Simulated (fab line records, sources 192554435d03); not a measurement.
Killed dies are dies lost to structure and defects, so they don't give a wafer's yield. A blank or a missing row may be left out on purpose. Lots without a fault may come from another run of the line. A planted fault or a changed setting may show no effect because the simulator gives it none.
Which tool did it? | flow n5_finfet | 11 lots, 33 wafers sampled, at 3 steps of a route of 1938

WHAT THE GAUGES READ, wafer by wafer
N5_BEOL_M11_CD_MEAS_18: pitch 140 nm, target cd 70 nm. Usual: cd_nm 69.9 nm, standard deviation 0.72.
lot  | measured     | on        | cd_nm (nm)     | flag
L103 | day 11 02:32 | cd_sem-03 | 70.6 70.9 70.7 |
L105 | day 11 14:12 | cd_sem-01 | 69.8 69.6 69.9 |
L104 | day 11 14:22 | cd_sem-01 | 69.8 68.9 68.6 |
L110 | day 12 20:52 | cd_sem-01 | 69.2 69.9 70.1 |
L113 | day 13 02:05 | cd_sem-03 | 69.6 69.9 69.0 |
L115 | day 14 09:29 | cd_sem-03 | 68.8 68.3 69.7 |
L119 | day 14 17:29 | cd_sem-02 | 70.0 71.4 71.0 |
L118 | day 15 03:19 | cd_sem-01 | 70.5 70.7 68.9 |
L124 | day 16 01:41 | cd_sem-02 | 68.9 69.5 68.9 |
L123 | day 16 01:59 | cd_sem-01 | 69.0 70.2 68.5 |
L126 | day 17 11:40 | cd_sem-03 | 70.0 71.4 71.1 |

WHICH TOOL RAN EACH LOT (tool, then ch and the chambers of the sampled wafers, then the start)
lot  | N5_BEOL_M11_DESCUM_16              | N5_BEOL_M11_HM_OPEN_17
L103 | rie_diel-03 ch 1,2,3, day 11 01:59 | rie_metal-02 ch 1, day 11 02:18
L105 | rie_diel-04 ch 0,1,2, day 11 13:44 | rie_metal-02 ch 0,1, day 11 14:02
L104 | rie_diel-02 ch 1,2, day 11 13:53   | rie_metal-01 ch 0,1, day 11 14:09
L110 | rie_diel-04 ch 0,2, day 12 20:25   | rie_metal-03 ch 0,1, day 12 20:41
L113 | rie_diel-04 ch 0,2, day 13 01:38   | rie_metal-01 ch 0,1, day 13 01:55
L115 | rie_diel-04 ch 1,2, day 14 08:58   | rie_metal-01 ch 0,1, day 14 09:16
L119 | rie_diel-02 ch 0,1,2, day 14 17:02 | rie_metal-02 ch 0,1, day 14 17:19
L118 | rie_diel-03 ch 1,2,3, day 15 02:52 | rie_metal-03 ch 0,1, day 15 03:08
L124 | rie_diel-02 ch 0,1, day 16 01:14   | rie_metal-03 ch 0,1, day 16 01:32
L123 | rie_diel-02 ch 0,1, day 16 01:31   | rie_metal-01 ch 0,1, day 16 01:50
L126 | rie_diel-04 ch 1,2, day 17 11:13   | rie_metal-03 ch 0,1, day 17 11:29
- N5_BEOL_M11_DESCUM_16: chemistry O2, time 7.9 s.
- N5_BEOL_M11_HM_OPEN_17: chemistry Cl2/BCl3, target TiN, target depth 20 nm, overetch 6 nm.

WHAT THE TOOLS THEMSELVES READ (means of the sampled wafers that have a number; where no wafer has one, the mark that the record gives instead)
N5_BEOL_M11_DESCUM_16. Usual: drypump_motor_current_A 5.8 A, standard deviation 0.53; oes_product_au 0.79 a.u., standard deviation 0.099; rf_vpp_V 242.9 V, standard deviation 1.3; showerhead_plenum_p_Torr 2.08 Torr, standard deviation 0.065; throttle_valve_pct 20.3 %, standard deviation 0.31.
lot  | tool        | drypump_motor_current_A (A) | oes_product_au (a.u.) | rf_vpp_V (V) | showerhead_plenum_p_Torr (Torr) | throttle_valve_pct (%) | flag
L103 | rie_diel-03 | 5.9                         | 0.72                  | 243.3        | 2.11                            | 20.4                   |
L105 | rie_diel-04 | 5.5                         | 0.75                  | 242.0        | 2.01                            | 20.2                   |
L104 | rie_diel-02 | 5.3                         | 0.83                  | 244.8        | 2.15                            | 20.4                   |
L110 | rie_diel-04 | 5.7                         | 0.72                  | 241.5        | 1.98                            | 20.3                   |
L113 | rie_diel-04 | 5.7                         | 0.72                  | 241.4        | 1.98                            | 20.3                   |
L115 | rie_diel-04 | 5.2                         | 0.74                  | 243.0        | 2.06                            | 20.2                   |
L119 | rie_diel-02 | 5.6                         | 0.82                  | 244.1        | 2.15                            | 20.6                   |
L118 | rie_diel-03 | 5.9                         | 0.78                  | 243.4        | 2.10                            | 20.3                   |
L124 | rie_diel-02 | 6.3                         | 0.96                  | 243.7        | 2.15                            | 20.5                   |
L123 | rie_diel-02 | 6.3                         | 0.94                  | 243.9        | 2.15                            | 20.5                   |
L126 | rie_diel-04 | 5.2                         | 0.72                  | 242.2        | 2.06                            | 20.2                   |

N5_BEOL_M11_HM_OPEN_17. Usual: drypump_motor_current_A 6.1 A, standard deviation 0.32; mfc_cl2_sccm 53.27 sccm, standard deviation 0.16; oes_product_au 0.70 a.u., standard deviation 0.092; throttle_valve_pct 22.05 %, standard deviation 0.24.
lot  | tool         | drypump_motor_current_A (A) | mfc_cl2_sccm (sccm) | oes_product_au (a.u.) | throttle_valve_pct (%) | flag
L103 | rie_metal-02 | 6.0                         | 53.14               | 0.72                  | 22.16                  |
L105 | rie_metal-02 | 5.9                         | 53.24               | 0.75                  | 22.15                  |
L104 | rie_metal-01 | 6.3                         | 53.19               | 0.61                  | 22.08                  |
L110 | rie_metal-03 | 5.7                         | 53.36               | 0.56                  | 22.10                  |
L113 | rie_metal-01 | 6.3                         | 53.16               | 0.65                  | 21.91                  |
L115 | rie_metal-01 | 6.3                         | 52.98               | 0.64                  | 21.91                  |
L119 | rie_metal-02 | 5.9                         | 53.16               | 0.76                  | 22.14                  |
L118 | rie_metal-03 | 5.7                         | 53.17               | 0.74                  | 21.93                  |
L124 | rie_metal-03 | 6.0                         | 53.33               | 0.67                  | 22.19                  |
L123 | rie_metal-01 | 6.3                         | 53.20               | 0.73                  | 21.81                  |
L126 | rie_metal-03 | 6.1                         | 53.26               | 0.65                  | 22.19                  |

THE ANSWER, worked out from the rows above alone
Rule: a lot is off if the mean of its wafers that have a number lies more than 3 standard deviations from the usual mean. A lot without any number at a reading at which 4 lots or more have one is off too. The other lots that the step has rows for count as sound. The gauges are gone through in route order, then the tools' own readings, and for those a lot's mean is taken as printed above. The first step at which some lot is off is used, and at that step the reading that is off furthest; a lot without a number counts as furthest.
No lot is off at any reading shown: from this, nothing can be told.

WHAT THE SIMULATOR HAD PUT IN
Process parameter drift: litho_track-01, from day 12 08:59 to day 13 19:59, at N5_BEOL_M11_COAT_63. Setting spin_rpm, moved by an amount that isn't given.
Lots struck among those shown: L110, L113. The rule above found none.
